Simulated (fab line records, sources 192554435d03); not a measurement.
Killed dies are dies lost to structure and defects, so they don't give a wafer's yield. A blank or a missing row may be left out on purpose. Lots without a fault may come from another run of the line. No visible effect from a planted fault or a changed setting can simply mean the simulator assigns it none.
Split-lot study :: flow n5 finfet :: route with 1938 steps; 7 lots, 21 wafers read

## ABOUT THE SPLIT
At N5_BEOL_M11_ETCH_62 (etches SOC in N2/H2, target depth 110 nm, overetch 22 nm, time 165 s), the setting time s was moved away from the recipe's 165 s on 7 of the 21 wafers read, by +5.7% to +21.2%. This setting was run at the recipe's value on the other wafers.

## FROM THE SPLIT TO THE READING: what the file shows between them, 2 steps
- N5_BEOL_M11_STRIP_68: strips in N2/H2
- N5_BEOL_M11_STRIP_67: strips in CF4

## THE READING
etch.depth nm (the simulator's own value, which no gauge read), in nm, at N5_BEOL_M11_HM_OPEN_17 (chemistry Cl2/BCl3, target TiN, target depth 20 nm, overetch 6 nm). No usual value for it is given in the file. Average 20.06 nm, standard deviation 0.32 nm, over the 14 wafers here run with the recipe.

wafer: L074.2
tool, chamber at the split: rie diel-03, 1,1,0
time s as run, s: 165
against the recipe: recipe
etch.depth nm, nm: 20.23
against lot-mates on the recipe: -

wafer: L074.5
tool, chamber at the split: rie diel-03, 1,1,0
time s as run, s: 165
against the recipe: recipe
etch.depth nm, nm: 20.5
against lot-mates on the recipe: -

wafer: L074.6
tool, chamber at the split: rie diel-03, 1,1,0
time s as run, s: 165
against the recipe: recipe
etch.depth nm, nm: 20.17
against lot-mates on the recipe: -

wafer: L075.1
tool, chamber at the split: rie diel-01, 2
time s as run, s: 165
against the recipe: recipe
etch.depth nm, nm: 20.19
against lot-mates on the recipe: -

wafer: L075.3
tool, chamber at the split: rie diel-01, 1,2
time s as run, s: 174.4
against the recipe: +5.7%
etch.depth nm, nm: 19.42
against lot-mates on the recipe: -0.77

wafer: L075.5
tool, chamber at the split: rie diel-01, 1,2
time s as run, s: 174.4
against the recipe: +5.7%
etch.depth nm, nm: 19.19
against lot-mates on the recipe: -1.00

wafer: L078.3
tool, chamber at the split: rie diel-02, 2,0,1
time s as run, s: 165
against the recipe: recipe
etch.depth nm, nm: 19.64
against lot-mates on the recipe: -

wafer: L078.5
tool, chamber at the split: rie diel-02, 2,0,1
time s as run, s: 165
against the recipe: recipe
etch.depth nm, nm: 19.7
against lot-mates on the recipe: -

wafer: L078.6
tool, chamber at the split: rie diel-02, 2,0,1
time s as run, s: 165
against the recipe: recipe
etch.depth nm, nm: 19.83
against lot-mates on the recipe: -

wafer: L080.2
tool, chamber at the split: rie diel-01, 1,0
time s as run, s: 199.9
against the recipe: +21.2%
etch.depth nm, nm: 17.07
against lot-mates on the recipe: -3.41

wafer: L080.4
tool, chamber at the split: rie diel-01, 3
time s as run, s: 165
against the recipe: recipe
etch.depth nm, nm: 20.48
against lot-mates on the recipe: -

wafer: L080.5
tool, chamber at the split: rie diel-01, 1,0
time s as run, s: 199.9
against the recipe: +21.2%
etch.depth nm, nm: 17.41
against lot-mates on the recipe: -3.07

wafer: L084.1
tool, chamber at the split: rie diel-02, 3,1,2
time s as run, s: 165
against the recipe: recipe
etch.depth nm, nm: 20.1
against lot-mates on the recipe: -

wafer: L084.2
tool, chamber at the split: rie diel-02, 3,1,2
time s as run, s: 165
against the recipe: recipe
etch.depth nm, nm: 20.22
against lot-mates on the recipe: -

wafer: L084.3
tool, chamber at the split: rie diel-02, 3,1,2
time s as run, s: 165
against the recipe: recipe
etch.depth nm, nm: 20.01
against lot-mates on the recipe: -

wafer: L086.1
tool, chamber at the split: rie diel-03, 1
time s as run, s: 174.4
against the recipe: +5.7%
etch.depth nm, nm: 19.29
against lot-mates on the recipe: -0.93

wafer: L086.2
tool, chamber at the split: rie diel-03, 2,0
time s as run, s: 165
against the recipe: recipe
etch.depth nm, nm: 20.32
against lot-mates on the recipe: -

wafer: L086.4
tool, chamber at the split: rie diel-03, 2,0
time s as run, s: 165
against the recipe: recipe
etch.depth nm, nm: 20.11
against lot-mates on the recipe: -

wafer: L092.1
tool, chamber at the split: rie diel-01, 2
time s as run, s: 165
against the recipe: recipe
etch.depth nm, nm: 19.31
against lot-mates on the recipe: -

wafer: L092.3
tool, chamber at the split: rie diel-01, 0,3
time s as run, s: 195.4
against the recipe: +18.4%
etch.depth nm, nm: 16.8
against lot-mates on the recipe: -2.51

wafer: L092.4
tool, chamber at the split: rie diel-01, 0,3
time s as run, s: 195.4
against the recipe: +18.4%
etch.depth nm, nm: 16.69
against lot-mates on the recipe: -2.62
When a row names more than one chamber, that row covers several wafers, and the file does not tell which wafer ran in which chamber.

FIT RESULTS
A straight line over all 21 wafers: etch.depth nm changes by -0.153 nm for each +1% of time s; r = -0.96; the points scatter about the line by 0.36 nm.
The same after taking each lot's own level away (the mean of its wafers on the recipe; 21 wafers): -0.147 nm for each +1%; r = -0.99; scatter 0.13 nm.
Per that fit: largest time s move, reading shift of 3.1 nm.
Measured against the standard deviation above, the lots' own levels, which go from 19.310 to 20.480 nm, span 3.6 times it.
The two slopes are in agreement: the lot-to-lot level therefore moves the slope only a little.
Check: -3.02 nm against its lot-mates is what the line predicts for one of the wafers moved furthest among these (+21.2%) when that wafer is left out of the fit. Against them it came out at -3.41 nm.

## OTHER SPLITS ON THESE WAFERS
These wafers also went through other splits before the reading. Each is held against what the fit with the lots' levels taken away leaves over:
other split on the same wafers: N5_BEOL_M8_ILD_DEP_00 time s
wafers away from the commonest value: 7
r with etch.depth nm (lot level and that fit taken away): -0.06

other split on the same wafers: N5_BEOL_M8_TRENCH_ETCH_37 bias w
wafers away from the commonest value: 2
r with etch.depth nm (lot level and that fit taken away): -0.34

other split on the same wafers: N5_BEOL_M9_COAT_22 spin rpm
wafers away from the commonest value: 4
r with etch.depth nm (lot level and that fit taken away): -0.11

other split on the same wafers: N5_BEOL_M11_DESCUM_16 time s
wafers away from the commonest value: 10
r with etch.depth nm (lot level and that fit taken away): -0.12

## FILE'S OWN FIT
etch.depth nm changes by -0.148 nm for each +1% of time s, r = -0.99.
